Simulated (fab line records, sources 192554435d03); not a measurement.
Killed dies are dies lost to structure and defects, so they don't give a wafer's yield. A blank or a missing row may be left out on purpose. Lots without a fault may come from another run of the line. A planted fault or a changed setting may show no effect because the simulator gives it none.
fab line records | flow n5_finfet
record lots=23 wafers=69 last_day=17
route steps=1938 shown MOL_CONTACT_COAG@547
lots that met no fault: from a run of the same line without faults
start_h: hours from the record's first day to the start of the lot's first wafer shown | wait_h: hours since the lot's step before | " the same as in the row above | L1.1+2: a row that stands for several wafers | - no value, or no start given | * or withheld: withheld | < > ~ a bound
route shown NAME@n: a module of which the file shows steps, and the number in the route of the first | usual: mean/standard deviation of fault-free wafers | same: alike in all rows | chamber/n: place in a boat | sites: the reading at each site | _std_site: their standard deviation | _edge_site: outer sites' mean less inner sites' | radius_mm: how far each site lies from the wafer's centre | mask NAME#n: copy n | behind: the tool/chamber that last shaped the wafer | hold: why the lot was held/for how many hours/how that ended | device: the transistor (n, p or np) that didn't switch | end of line: the same wafers' tests at the end of the route | a step without rows: its recipe alone | killed: dies lost to structure and defects at the first sort, not the wafer's yield | map: a wafer's dies, x killed, . not, _ none there
set.NAME: the setting as run; set.NAME@STEP: as run at that earlier step | model.NAME: the simulator's own value behind a step, which no gauge read
steps of the route over a sample of lots; a table a step, a row a wafer
services: from which hour (start_h, from the record's first day; less than 0 if before it) a tool's chamber was out of use, for how many hours, and why
## steps
# step N5_MOL_CONTACT_COAG_SPUTTER_143
# recipe material=Co target_thk_a=25 temp_c=25 chamber_pressure_pa=0.2
# usual substrate_temp_c=25.00/0.1 throttle_valve_pct=29.8/1.1
# columns lot.wafer tool chamber start_h wait_h substrate_temp_c throttle_valve_pct
L074.1 pvd_sputter-02 - 91.37 0.0 24.91 28.9
L074.2 " - " " 25.16 31.8
L074.3 " - " " 25.07 28.7
L075.1 pvd_sputter-03 - 98.27 0.0 25.22 27.9
L075.2 " - " " 25.09 31.5
L075.4 " - " " 25.02 30.1
L076.1 pvd_sputter-01 - 108.24 0.0 24.84 30.7
L076.2 " - " " 24.98 29.3
L076.4 " - " " 25.05 29.9
L077.1 pvd_sputter-02 - 111.01 0.0 25.12 28.7
L077.5 " - " " 25.18 28.6
L077.6 " - " " 24.87 28.8
L078.1 pvd_sputter-01 - 118.63 0.0 25.16 29.7
L078.2 " - " " 25.04 30.7
L078.3 " - " " 25.06 30.0
L079.1 pvd_sputter-01 - 130.41 0.0 24.94 29.7
L079.2 " - " " 24.89 30.5
L079.3 " - " " 25.20 30.6
L080.2 pvd_sputter-01 - 131.19 0.0 25.06 30.5
L080.5 " - " " 25.09 30.1
L080.6 " - " " 24.99 30.6
L081.1 pvd_sputter-01 - 135.72 0.0 25.04 30.5
L081.2 " - " " 25.03 29.4
L081.6 " - " " 25.05 30.3
L082.2 pvd_sputter-01 - 142.56 0.0 25.06 30.6
L082.5 " - " " 24.84 30.0
L082.6 " - " " 24.85 29.1
L083.1 pvd_sputter-02 - 147.80 0.0 24.96 31.5
L083.3 " - " " 24.90 30.7
L083.5 " - " " 25.02 31.4
L084.1 pvd_sputter-01 - 154.83 0.0 25.10 29.5
L084.3 " - " " 24.80 31.0
L084.6 " - " " 25.17 29.7
L085.3 pvd_sputter-03 - 167.84 0.0 24.99 29.6
L085.4 " - " " 24.94 31.5
L085.5 " - " " 25.01 29.6
L086.2 pvd_sputter-03 - 168.16 0.0 25.02 31.0
L086.5 " - " " 25.14 29.6
L086.6 " - " " 24.94 31.3
L087.3 pvd_sputter-03 - 170.36 0.0 25.04 28.3
L087.5 " - " " 25.09 27.7
L087.6 " - " " 24.95 31.2
L088.1 pvd_sputter-03 - 176.75 0.0 24.85 28.7
L088.3 " - " " 24.95 29.8
L088.4 " - " " 25.13 31.4
L089.1 pvd_sputter-03 - 183.35 0.0 25.03 29.8
L089.3 " - " " 25.03 31.5
L089.6 " - " " 24.91 29.9
L091.1 pvd_sputter-03 - 191.59 0.0 25.09 28.6
L091.5 " - " " 24.97 31.2
L091.6 " - " " 25.15 28.6
L090.1 pvd_sputter-03 - 194.41 0.0 24.82 28.0
L090.3 " - " " 25.07 29.6
L090.5 " - " " 24.74 29.5
L092.1 pvd_sputter-03 - 203.63 0.0 25.12 29.9
L092.2 " - " " 24.91 31.3
L092.3 " - " " 24.87 28.9
L094.2 pvd_sputter-02 - 208.56 0.0 25.15 30.5
L094.4 " - " " 25.07 28.9
L094.6 " - " " 25.04 28.8
L095.1 pvd_sputter-01 - 216.14 0.0 24.91 30.6
L095.4 " - " " 24.93 29.2
L095.6 " - " " 24.92 30.6
L096.2 pvd_sputter-02 - 226.03 0.0 25.03 28.9
L096.4 " - " " 24.91 28.8
L096.6 " - " " 25.17 29.0
L097.3 pvd_sputter-02 - 229.43 0.0 25.03 30.6
L097.4 " - " " 25.02 31.9
L097.5 " - " " 25.06 30.3
# step N5_MOL_CONTACT_COAG_CO_FILL_22
# recipe material=Co target_thk_a=200 temp_c=200 precursor=CCTBA/H2 pressure_torr=30
# usual heater_power_w=232/21
# columns lot.wafer tool chamber start_h wait_h heater_power_w since_wet_clean_h
L074.1 cvd_co-01 2 91.49 0.1 217 174
L074.2 " 0 " " 224 633
L074.3 " 1 " " 271 1070
L075.1 cvd_co-01 2 98.39 0.1 221 181
L075.2 " 1 " " 270 1077
L075.4 " 2 " " 216 -
L076.1 cvd_co-02 0 108.36 0.1 227 869
L076.2 " 1 " " 208 1306
L076.4 " 1 " " 215 -
L077.1 cvd_co-01 1 111.14 0.1 275 1090
L077.5 " 0 " " 217 -
L077.6 " 2 " " 223 -
L078.1 cvd_co-01 2 118.75 0.1 220 201
L078.2 " 0 " " 224 660
L078.3 " 1 " " 265 1098
L079.1 cvd_co-01 1 130.53 0.1 270 1109
L079.2 " 2 " " 226 213
L079.3 " 0 " " 215 672
L080.2 cvd_co-01 1 131.31 0.1 270 1110
L080.5 " 0 " " 221 -
L080.6 " 2 " " 220 -
L081.1 cvd_co-02 2 135.84 0.1 231 437
L081.2 " 0 " " 226 896
L081.6 " 0 " " 221 -
L082.2 cvd_co-02 0 142.68 0.1 227 903
L082.5 " 0 " " 226 -
L082.6 " 2 " " 229 -
L083.1 cvd_co-02 2 147.93 0.1 239 449
L083.3 " 0 " " 223 908
L083.5 " 1 " " 202 -
L084.1 cvd_co-01 2 154.95 0.1 222 237
L084.3 " 0 " " 222 696
L084.6 " 1 " " 274 -
L085.3 cvd_co-02 1 167.96 0.1 200 22
L085.4 " 0 " " 221 -
L085.5 " 1 " " 205 -
L086.2 cvd_co-01 2 168.42 0.2 221 251
L086.5 " 1 " " 273 -
L086.6 " 2 " " 216 -
L087.3 cvd_co-02 0 170.48 0.1 218 931
L087.5 " 1 " " 208 -
L087.6 " 2 " " 227 -
L088.1 cvd_co-02 0 176.88 0.1 228 937
L088.3 " 2 " " 227 478
L088.4 " 2 " " 228 -
L089.1 cvd_co-01 0 183.55 0.1 224 725
L089.3 " 1 " " 272 1162
L089.6 " 2 " " 219 -
L091.1 cvd_co-01 0 191.71 0.1 226 733
L091.5 " 0 " " 228 -
L091.6 " 1 " " 268 -
L090.1 cvd_co-01 0 194.53 0.1 219 736
L090.3 " 1 " " 268 1173
L090.5 " 0 " " 220 -
L092.1 cvd_co-02 1 203.75 0.1 202 58
L092.2 " 2 " " 229 505
L092.3 " 0 " " 222 964
L094.2 cvd_co-01 0 208.69 0.1 220 750
L094.4 " 0 " " 222 -
L094.6 " 1 " " 279 -
L095.1 cvd_co-02 2 216.27 0.1 225 517
L095.4 " 0 " " 223 -
L095.6 " 2 " " 235 -
L096.2 cvd_co-01 1 226.15 0.1 268 1205
L096.4 " 1 " " 268 -
L096.6 " 0 " " 224 -
L097.3 cvd_co-01 1 229.55 0.1 271 1208
L097.4 " 0 " " 221 -
L097.5 " 1 " " 266 -
# step N5_MOL_CONTACT_COAG_CMP_23
# recipe stop_on=SiO2 t_overpolish_s=1.5 post_cmp_clean=cu_alkaline down_force_psi=2 platen_rpm=50.289 pad_velocity_m_s=1.0006 target_thk_nm=0
# usual motor_current_A=8.0/0.91 overpolish_run_s=1.500/0.0096 pad_life_wafers=1003/530 slurry_flow_ml_min=150.1/0.45 time_to_endpoint_s=10.6/1.8
# columns lot.wafer tool chamber start_h wait_h motor_current_A overpolish_run_s pad_life_wafers slurry_flow_ml_min time_to_endpoint_s
L074.2 cmp-01 3 94.39 0.0 6.7 1.503 1152 150.2 12.8
L074.1 " 1 " " 6.6 1.501 1154 149.7 13.0
L074.3 " 2 " " 8.9 1.502 1155 150.8 9.7
L075.1 cmp-01 2 100.70 0.0 9.1 1.506 1218 150.1 11.3
L075.4 " 3 " " 6.8 1.489 1219 149.9 11.0
L075.2 " 1 " " 6.9 1.501 1221 150.0 11.8
L076.4 cmp-01 2 110.51 0.0 8.7 1.503 1308 149.5 11.8
L076.1 " 3 " " 7.0 1.494 1309 149.7 10.3
L076.2 " 1 " " 6.2 1.489 1311 149.7 10.1
L077.1 cmp-03 2 114.25 0.2 8.8 1.503 799 150.1 8.6
L077.5 " 1 " " 7.3 1.490 - 150.2 9.8
L077.6 " 2 " " 8.9 1.503 - 150.0 10.5
L078.2 cmp-03 2 120.99 0.1 9.0 1.510 877 151.1 13.2
L078.3 " 3 " " 7.9 1.499 878 148.8 10.9
L078.1 " 0 " " 7.2 1.500 879 149.2 11.3
L079.1 cmp-03 0 132.99 0.2 7.0 1.491 978 150.0 13.1
L079.2 " 1 " " 7.4 1.503 979 149.8 10.1
L079.3 " 2 " " 8.9 1.493 980 150.2 11.8
L080.2 cmp-02 3 133.40 0.2 8.6 1.499 117 149.1 10.9
L080.6 " 0 " " 7.7 1.514 - 150.0 10.7
L080.5 " 1 " " 8.4 1.493 - 150.3 8.5
L081.1 cmp-03 1 138.78 0.1 7.2 1.490 1052 150.8 9.9
L081.2 " 2 " " 7.9 1.500 1053 149.9 8.4
L081.6 " 3 " " 8.0 1.499 - 149.4 11.1
L082.2 cmp-03 3 146.78 0.0 8.4 1.493 1128 149.5 12.4
L082.5 " 3 " " 8.5 1.510 - 149.7 12.0
L082.6 " 0 " " 7.4 1.499 - 149.7 12.4
L083.3 cmp-02 0 152.32 0.0 7.9 1.502 312 150.2 10.0
L083.1 " 2 " " 7.0 1.505 314 150.7 11.6
L083.5 " 1 " " 8.8 1.485 - 150.7 12.0
L084.1 cmp-02 3 157.52 0.1 8.5 1.525 374 150.5 10.5
L084.3 " 0 " " 7.7 1.493 375 150.4 10.8
L084.6 " 1 " " 8.9 1.508 - 149.6 9.6
L085.3 cmp-03 0 171.04 0.1 7.2 1.491 1279 149.1 11.7
L085.4 " 2 " " 9.1 1.495 1281 150.3 13.0
L085.5 " 0 " " 6.8 1.500 - 149.6 15.2
L086.2 cmp-02 0 171.54 0.1 7.8 1.493 488 150.1 12.5
L086.5 " 2 " " 7.7 1.500 - 149.6 9.7
L086.6 " 3 " " 8.5 1.500 - 149.8 10.0
L087.3 cmp-01 0 172.87 0.1 9.5 1.489 1664 150.7 10.0
L087.5 " 2 " " 8.7 1.508 - 150.6 10.5
L087.6 " 3 " " 6.7 1.510 - 151.3 6.2
L088.1 cmp-02 1 179.58 0.0 8.6 1.492 564 149.8 9.3
L088.3 " 3 " " 8.8 1.522 566 149.3 6.3
L088.4 " 0 " " 8.0 1.512 567 150.1 8.8
L089.1 cmp-02 1 186.30 0.0 9.2 1.500 612 150.4 8.4
L089.3 " 2 " " 7.5 1.498 613 150.0 7.6
L089.6 " 2 " " 7.4 1.497 - 150.1 8.7
L091.1 cmp-02 2 194.49 0.0 7.7 1.493 690 150.1 10.0
L091.5 " 2 " " 7.9 1.507 - 150.8 11.4
L091.6 " 3 " " 8.7 1.505 - 150.3 10.5
L090.3 cmp-01 2 199.83 0.1 8.3 1.502 1909 151.0 9.4
L090.1 " 0 " " 9.7 1.491 1911 150.4 10.6
L090.5 " 2 " " 8.6 1.505 - 150.7 9.6
L092.2 cmp-01 0 207.16 0.0 9.1 1.507 1992 149.6 10.6
L092.1 " 1 " " 6.2 1.497 1993 150.1 8.1
L092.3 " 2 " " 8.6 1.504 1994 149.8 10.3
L094.4 cmp-03 2 211.24 0.1 9.1 1.500 1459 150.2 11.2
L094.2 " 3 " " 8.6 1.496 1460 150.3 12.7
L094.6 " 2 " " 8.5 1.515 - 150.4 11.2
L095.1 cmp-03 2 218.74 0.1 8.6 1.503 1543 150.3 9.0
L095.4 " 3 " " 8.5 1.500 1544 149.9 10.1
L095.6 " 1 " " 7.4 1.498 - 149.7 9.5
L096.2 cmp-03 1 229.40 0.0 7.2 1.500 1620 150.9 13.3
L096.4 " 0 " " 7.4 1.499 1623 150.3 11.6
L096.6 " 1 " " 7.3 1.525 - 150.5 15.0
L097.3 cmp-01 1 232.85 0.3 6.4 1.508 103 149.9 9.9
L097.4 " 2 " " 8.7 1.483 104 150.4 11.0
L097.5 " 0 " " 9.6 1.503 - 149.8 12.4
# step N5_MOL_CONTACT_COAG_ALD_131
# recipe material=SiO2 target_thk_a=50 temp_c=100 ald_precursor_family=BDEAS ald_co_reactant=O2-plasma pulse_time_s=1 co_reactant_pulse_time_s=1 purge_time_s=2 co_reactant_purge_time_s=2 ald_cycles=35 pressure_torr=2
# usual heater_power_w=78/8.1 precursor_pulse_height_rel=1.003/0.018
# columns lot.wafer tool chamber start_h wait_h heater_power_w precursor_pulse_height_rel since_wet_clean_h
L074.1 ald_sin-02 2 100.65 0.1 76 0.998 184
L074.2 " 0 " " 90 1.019 184
L074.3 " 3 " " 86 1.008 184
L075.1 ald_sin-03 1 104.83 0.1 86 0.998 292
L075.2 " 2 " " 73 0.978 292
L075.4 " 0 " " 68 0.982 292
L076.1 ald_sin-03 2 114.39 0.1 74 0.984 302
L076.2 " 3 " " 74 0.987 302
L076.4 " 0 " " 71 1.017 302
L077.1 ald_sin-03 2 118.17 0.1 73 1.012 306
L077.5 " 0 " " 67 1.001 -
L077.6 " 1 " " 85 0.989 -
L078.1 ald_sin-01 1 124.77 0.1 82 1.000 25
L078.2 " 0 " " 88 0.985 25
L078.3 " 2 " " 75 1.034 25
L079.1 ald_sin-02 1 136.97 0.1 74 1.027 221
L079.2 " 3 " " 88 0.991 221
L079.3 " 2 " " 77 0.991 221
L080.2 ald_sin-01 1 137.23 0.1 83 1.005 37
L080.5 " 0 " " 90 1.006 -
L080.6 " 1 " " 85 0.970 -
L081.1 ald_sin-01 0 142.67 0.1 91 0.997 42
L081.2 " 1 " " 84 1.026 42
L081.6 " 2 " " 74 0.997 -
L082.2 ald_sin-01 1 150.73 0.1 83 0.993 51
L082.5 " 1 " " 79 1.016 -
L082.6 " 0 " " 88 1.000 -
L083.1 ald_sin-02 0 156.74 0.6 93 1.001 241
L083.3 " 2 " " 75 0.989 241
L083.5 " 0 " " 91 1.004 -
L084.1 ald_sin-01 2 161.85 0.3 73 0.996 62
L084.3 " 1 " " 83 1.009 62
L084.6 " 3 " " 70 1.028 -
L085.3 ald_sin-01 1 175.30 0.3 84 1.016 75
L085.4 " 2 " " 75 1.003 75
L085.5 " 0 " " 91 1.028 -
L086.2 ald_sin-03 0 175.41 0.1 67 0.996 363
L086.5 " 1 " " 86 1.004 -
L086.6 " 0 " " 70 1.013 -
L087.3 ald_sin-01 3 176.71 0.1 71 0.989 77
L087.5 " 3 " " 71 1.024 -
L087.6 " 2 " " 72 1.010 -
L088.1 ald_sin-01 2 184.83 0.1 76 1.014 85
L088.3 " 3 " " 71 1.008 85
L088.4 " 0 " " 91 1.025 85
L089.1 ald_sin-01 2 192.08 0.1 75 1.008 92
L089.3 " 0 " " 90 1.013 92
L089.6 " 0 " " 91 1.012 -
L091.1 ald_sin-03 3 199.18 0.1 70 1.030 8
L091.5 " 3 " " 67 0.996 -
L091.6 " 2 " " 72 1.017 -
L090.1 ald_sin-02 0 203.93 0.1 94 0.988 288
L090.3 " 1 " " 74 0.966 288
L090.5 " 0 " " 91 0.969 -
L092.1 ald_sin-01 1 210.98 0.1 81 0.980 111
L092.2 " 2 " " 75 0.981 111
L092.3 " 3 " " 71 1.029 111
L094.2 ald_sin-03 3 215.19 0.1 68 0.977 24
L094.4 " 1 " " 76 0.985 24
L094.6 " 3 " " 67 1.014 -
L095.1 ald_sin-03 3 223.40 0.1 66 1.029 33
L095.4 " 2 " " 74 0.987 33
L095.6 " 3 " " 67 0.989 -
L096.2 ald_sin-03 0 233.21 0.1 65 0.989 42
L096.4 " 3 " " 66 1.021 42
L096.6 " 2 " " 75 1.000 -
L097.3 ald_sin-02 3 236.90 0.1 88 1.033 321
L097.4 " 0 " " 93 1.016 321
L097.5 " 2 " " 76 0.999 -
# step N5_MOL_CONTACT_COAG_ETCHBACK_135
# recipe chemistry=CHF3 target=SiO2 target_depth_a=250 time_s=16.7 ion_energy_ev=200 pressure_mtorr=30 source_w=610 bias_w=170 Ar_flow_sccm=200 CHF3_flow_sccm=50
# usual drypump_motor_current_A=5.7/0.5 oes_product_au=0.77/0.093 rf_vpp_V=521/3.6 showerhead_plenum_p_Torr=2.40/0.073 throttle_valve_pct=18.75/0.19
# columns lot.wafer tool chamber start_h wait_h drypump_motor_current_A oes_product_au rf_hours_counter_h rf_vpp_V showerhead_plenum_p_Torr throttle_valve_pct
L074.1 rie_diel-06 1 100.95 0.0 5.3 0.71 202 516 2.36 18.76
L074.2 " 0 " " 5.5 0.78 114 525 2.48 18.78
L074.3 " 2 " " 5.4 0.71 233 518 2.36 18.95
L075.1 rie_diel-04 2 105.30 0.0 6.5 0.69 239 516 2.26 19.03
L075.2 " 1 " " 5.6 0.71 186 524 2.36 18.62
L075.4 " 0 " " 5.6 0.71 212 519 2.37 19.14
L076.1 rie_diel-01 0 114.69 0.0 5.3 0.69 244 521 2.44 19.25
L076.2 " 2 " " 5.5 0.75 149 523 2.39 18.59
L076.4 " 2 " " 5.5 0.75 - 523 2.39 18.61
L077.1 rie_diel-01 2 118.48 0.0 5.5 0.74 151 525 2.39 18.60
L077.5 " 3 " " 5.8 0.96 - 516 2.43 18.54
L077.6 " 2 " " 5.5 0.74 - 525 2.39 18.61
L078.1 rie_diel-06 1 125.08 0.0 5.3 0.70 210 515 2.36 18.77
L078.2 " 0 " " 5.5 0.77 121 526 2.48 18.81
L078.3 " 2 " " 5.4 0.71 242 517 2.35 18.99
L079.1 rie_diel-01 3 137.31 0.0 5.8 0.93 17 518 2.42 18.55
L079.2 " 2 " " 5.5 0.74 159 524 2.39 18.61
L079.3 " 1 " " 4.8 0.96 6 516 2.34 18.39
L080.2 rie_diel-04 0 137.53 0.0 5.6 0.70 225 520 2.36 19.16
L080.5 " 1 " " 5.6 0.70 - 522 2.36 18.66
L080.6 " 3 " " 5.7 0.76 - 524 2.28 18.48
L081.1 rie_diel-06 2 142.97 0.0 5.4 0.71 248 519 2.35 19.00
L081.2 " 0 " " 5.5 0.77 127 526 2.48 18.81
L081.6 " 3 " " 6.8 0.76 - 521 2.47 18.77
L082.2 rie_diel-06 1 151.03 0.0 5.3 0.70 218 514 2.35 18.78
L082.5 " 1 " " 5.3 0.70 - 515 2.35 18.78
L082.6 " 3 " " 6.8 0.75 - 522 2.47 18.78
L083.1 rie_diel-06 1 157.07 0.0 5.3 0.70 222 514 2.35 18.79
L083.3 " 0 " " 5.5 0.76 133 525 2.47 18.81
L083.5 " 3 " " 6.8 0.74 - 521 2.47 18.80
L084.1 rie_diel-06 0 162.17 0.0 5.5 0.76 135 526 2.47 18.82
L084.3 " 3 " " 6.8 0.74 166 522 2.47 18.79
L084.6 " 3 " " 6.8 0.75 - 523 2.47 18.79
L085.3 rie_diel-01 2 175.61 0.0 5.5 0.72 175 523 2.38 18.65
L085.4 " 0 " " 5.3 0.95 9 521 2.44 18.85
L085.5 " 2 " " 5.5 0.72 - 523 2.38 18.66
L086.2 rie_diel-04 1 175.71 0.0 5.6 0.69 213 521 2.35 18.66
L086.5 " 0 " " 5.6 0.68 - 521 2.36 19.18
L086.6 " 1 " " 5.6 0.70 - 522 2.35 18.68
L087.3 rie_diel-06 3 177.15 0.0 6.9 0.74 171 521 2.46 18.80
L087.5 " 3 " " 6.8 0.74 - 520 2.46 18.80
L087.6 " 0 " " 5.5 0.75 - 525 2.47 18.83
L088.1 rie_diel-04 1 185.13 0.0 5.6 0.70 216 523 2.35 18.68
L088.3 " 2 " " 6.5 0.96 10 524 2.54 18.62
L088.4 " 3 " " 5.6 0.74 190 523 2.27 18.51
L089.1 rie_diel-06 1 192.38 0.0 5.3 0.68 235 514 2.35 18.82
L089.3 " 0 " " 5.5 0.75 145 524 2.47 18.85
L089.6 " 2 " " 5.4 0.94 - 517 2.35 18.59
L091.1 rie_diel-06 1 199.48 0.0 5.4 0.68 238 513 2.35 18.82
L091.5 " 0 " " 5.5 0.76 - 525 2.47 18.84
L091.6 " 3 " " 6.8 0.73 - 522 2.46 18.82
L090.1 rie_diel-04 1 204.41 0.0 5.6 0.68 220 523 2.35 18.70
L090.3 " 2 " " 6.5 0.93 18 526 2.53 18.65
L090.5 " 2 " " 6.5 0.92 - 524 2.53 18.66
L092.1 rie_diel-04 1 211.61 0.0 5.6 0.69 223 521 2.35 18.70
L092.2 " 3 " " 5.6 0.73 200 523 2.26 18.52
L092.3 " 2 " " 6.5 0.91 21 525 2.53 18.64
L094.2 rie_diel-06 3 215.59 0.0 6.8 0.73 184 521 2.46 18.81
L094.4 " 2 " " 5.4 0.92 18 516 2.34 18.60
L094.6 " 0 " " 5.5 0.75 - 525 2.47 18.85
L095.1 rie_diel-06 3 223.71 0.0 6.8 0.73 187 521 2.46 18.82
L095.4 " 0 " " 5.5 0.75 156 525 2.46 18.85
L095.6 " 0 " " 5.5 0.74 - 524 2.47 18.85
L096.2 rie_diel-04 2 233.52 0.0 6.5 0.89 32 524 2.53 18.68
L096.4 " 3 " " 5.7 0.73 212 522 2.26 18.52
L096.6 " 1 " " 5.6 0.69 - 522 2.34 18.69
L097.3 rie_diel-04 0 237.21 0.0 5.6 0.95 7 519 2.35 18.81
L097.4 " 2 " " 6.5 0.90 33 524 2.53 18.69
L097.5 " 0 " " 5.6 0.94 - 520 2.35 18.81
# step N5_MOL_CONTACT_COAG_ETCH_65
# recipe chemistry=N2/H2 target=underlayer target_depth_a=130 mask_material=CAR-EUV time_s=10.4 ion_energy_ev=200 pressure_mtorr=30 source_w=840 bias_w=150 n2_flow_sccm=200 h2_flow_sccm=200 ends=cleared
# usual drypump_motor_current_A=5.6/0.52 etch_rf_on_time_s=10.38/0.13 h2_flow_sccm=200.1/0.58 oes_product_au=0.68/0.086 rf_vpp_V=524.6/2.1 showerhead_plenum_p_Torr=2.57/0.071 throttle_valve_pct=17.86/0.21
# columns lot.wafer tool chamber start_h wait_h drypump_motor_current_A etch_rf_on_time_s h2_flow_sccm oes_product_au rf_hours_counter_h rf_vpp_V showerhead_plenum_p_Torr throttle_valve_pct
L074.1 rie_diel-01 3 101.81 0.0 5.8 10.35 201.6 0.85 2 525.1 2.61 17.67
L074.2 " 2 " " 5.5 10.28 199.1 0.65 144 523.5 2.54 17.70
L074.3 " 0 " " 5.3 10.46 200.9 0.60 240 525.5 2.62 18.41
L075.1 rie_diel-06 0 106.15 0.0 5.5 10.42 200.3 0.67 116 528.6 2.66 17.94
L075.2 " 1 " " 5.3 10.34 200.8 0.60 202 522.4 2.52 17.88
L075.4 " 3 " " 6.8 10.43 199.7 0.65 145 527.0 2.65 17.81
L076.1 rie_diel-01 0 115.70 0.0 5.3 10.70 199.2 0.59 245 527.5 2.62 18.43
L076.2 " 3 " " 5.8 10.46 200.1 0.82 7 526.3 2.61 17.64
L076.4 " 0 " " 5.3 10.70 199.8 0.59 - 526.7 2.62 18.42
L077.1 rie_diel-01 3 119.32 0.0 5.8 10.34 200.0 0.81 9 525.9 2.61 17.66
L077.5 " 2 " " 5.5 10.30 200.2 0.64 - 523.0 2.54 17.72
L077.6 " 0 " " 5.4 10.60 199.9 0.58 - 526.6 2.62 18.43
L078.1 rie_diel-01 2 125.92 0.0 5.5 10.22 200.1 0.64 154 525.0 2.54 17.71
L078.2 " 0 " " 5.4 10.47 200.4 0.58 249 525.5 2.62 18.43
L078.3 " 1 " " 4.9 10.16 200.7 0.85 1 522.8 2.50 17.51
L079.1 rie_diel-06 1 138.27 0.0 5.4 10.41 200.2 0.60 214 522.3 2.51 17.91
L079.2 " 0 " " 5.5 10.35 200.0 0.66 126 528.2 2.66 17.94
L079.3 " 2 " " 5.4 10.39 199.5 0.60 247 523.5 2.50 18.05
L080.2 rie_diel-06 1 138.50 0.0 5.3 10.36 200.2 0.60 214 523.7 2.51 17.91
L080.5 " 0 " " 5.5 10.37 200.2 0.66 - 526.8 2.66 17.95
L080.6 " 3 " " 6.8 10.40 200.8 0.65 - 526.8 2.65 17.82
L081.1 rie_diel-01 2 143.82 0.0 5.5 10.44 201.3 0.63 161 525.4 2.54 17.73
L081.2 " 3 " " 5.8 10.33 199.7 0.79 19 525.5 2.61 17.69
L081.6 " 3 " " 5.8 10.39 199.5 0.79 - 525.1 2.61 17.70
L082.2 rie_diel-04 1 152.14 0.0 5.6 10.64 200.1 0.61 205 523.8 2.52 17.98
L082.5 " 1 " " 5.6 10.65 200.2 0.60 - 521.8 2.52 17.97
L082.6 " 0 " " 5.6 10.56 199.9 0.60 - 520.6 2.51 18.30
L083.1 rie_diel-06 0 157.95 0.0 5.5 10.38 200.0 0.66 133 525.3 2.66 17.98
L083.3 " 1 " " 5.4 10.43 199.6 0.59 222 523.0 2.51 17.92
L083.5 " 0 " " 5.5 10.45 200.5 0.66 - 526.5 2.66 17.96
L084.1 rie_diel-01 0 163.14 0.0 5.4 10.21 200.4 0.82 4 525.1 2.62 18.00
L084.3 " 2 " " 5.5 10.46 199.7 0.62 170 524.9 2.53 17.73
L084.6 " 2 " " 5.5 10.40 200.1 0.62 - 523.0 2.53 17.74
L085.3 rie_diel-06 1 176.58 0.0 5.3 10.46 199.7 0.59 230 522.8 2.51 17.95
L085.4 " 3 " " 6.8 10.34 201.0 0.64 171 525.2 2.64 17.84
L085.5 " 0 " " 5.5 10.51 200.2 0.64 - 526.8 2.65 17.97
L086.2 rie_diel-06 3 176.69 0.0 6.8 10.45 200.6 0.63 171 526.8 2.64 17.85
L086.5 " 0 " " 5.5 10.52 200.1 0.64 - 526.8 2.65 17.97
L086.6 " 3 " " 6.8 10.45 201.2 0.64 - 526.5 2.64 17.86
L087.3 rie_diel-06 3 178.13 0.0 6.8 10.38 199.8 0.64 172 526.3 2.64 17.86
L087.5 " 0 " " 5.5 10.44 198.6 0.64 - 525.5 2.65 17.97
L087.6 " 1 " " 5.3 10.48 200.3 0.58 - 521.7 2.51 17.95
L088.1 rie_diel-01 0 185.97 0.0 5.4 10.16 201.3 0.81 13 523.2 2.61 18.04
L088.3 " 2 " " 5.5 10.43 199.7 0.62 179 523.5 2.53 17.75
L088.4 " 1 " " 4.9 10.37 200.7 0.77 26 522.0 2.49 17.55
L089.1 rie_diel-04 3 193.42 0.0 5.6 10.26 199.4 0.64 194 520.4 2.42 17.69
L089.3 " 1 " " 5.6 10.51 200.0 0.60 216 523.5 2.52 17.98
L089.6 " 2 " " 6.5 10.30 200.3 0.81 - 528.4 2.72 17.84
L091.1 rie_diel-01 2 200.38 0.0 5.5 10.43 199.7 0.61 184 523.1 2.53 17.75
L091.5 " 1 " " 4.9 10.40 201.3 0.76 - 523.8 2.49 17.56
L091.6 " 2 " " 5.5 10.47 200.0 0.60 - 524.4 2.53 17.77
L090.1 rie_diel-06 0 205.25 0.0 5.5 10.45 199.0 0.64 149 527.4 2.65 17.99
L090.3 " 1 " " 5.3 10.57 200.1 0.58 239 521.9 2.50 17.96
L090.5 " 0 " " 5.5 10.42 199.8 0.65 - 527.0 2.65 17.98
L092.1 rie_diel-01 3 212.87 0.0 5.8 10.41 200.6 0.75 44 525.8 2.60 17.73
L092.2 " 0 " " 5.3 10.07 200.6 0.79 22 526.6 2.61 18.03
L092.3 " 2 " " 5.5 10.32 200.6 0.62 189 524.0 2.53 17.77
L094.2 rie_diel-06 0 216.54 0.0 5.5 10.36 199.3 0.64 154 527.5 2.65 18.00
L094.4 " 1 " " 5.4 10.35 199.4 0.59 244 523.9 2.50 17.95
L094.6 " 0 " " 5.5 10.42 199.7 0.64 - 526.2 2.65 17.99
L095.1 rie_diel-01 0 224.55 0.0 5.4 10.12 200.2 0.77 26 528.2 2.61 18.04
L095.4 " 1 " " 4.8 10.35 199.6 0.75 39 522.5 2.48 17.55
L095.6 " 1 " " 4.9 10.40 199.3 0.76 - 521.5 2.48 17.59
L096.2 rie_diel-04 3 234.48 0.0 5.6 10.32 199.9 0.62 212 520.9 2.41 17.71
L096.4 " 2 " " 6.5 10.40 199.6 0.77 32 529.0 2.71 17.87
L096.6 " 1 " " 5.6 10.68 199.4 0.58 - 523.7 2.51 18.00
L097.3 rie_diel-01 0 238.18 0.0 5.4 10.09 201.4 0.77 31 525.8 2.60 18.07
L097.4 " 1 " " 4.9 10.25 199.7 0.75 45 522.6 2.48 17.58
L097.5 " 2 " " 5.5 10.20 199.6 0.62 - 521.8 2.52 17.77
## services
# columns tool chamber start_h hours kind
ald_sin-01 - 76.81 6.0 pm
cmp-03 - 78.90 0.4 repair
cmp-03 - 80.51 8.9 pm
ald_sin-01 - 86.21 14.0 pm
rie_diel-01 1 86.89 2.2 repair
rie_diel-06 3 95.74 5.3 repair
cmp-03 - 98.57 2.3 repair
rie_diel-06 1 102.17 2.4 repair
rie_diel-01 - 104.58 0.5 repair
pvd_sputter-03 - 104.99 1.3 repair
cvd_co-02 0 110.36 13.9 repair
pvd_sputter-03 - 111.29 1.9 repair
cmp-01 - 113.35 4.6 pm
cmp-02 - 113.67 4.0 pm
rie_diel-06 0 118.56 6.0 repair
cmp-02 - 118.87 0.6 repair
ald_sin-03 2 148.19 5.8 repair
ald_sin-03 - 176.83 14.0 pm
cmp-03 - 183.79 20.6 pm
ald_sin-01 2 195.18 7.2 repair
cmp-03 - 204.75 0.8 repair
cvd_co-02 - 209.17 1.3 repair
rie_diel-04 1 217.32 5.2 repair
ald_sin-01 2 229.60 4.4 repair
## key
fault none
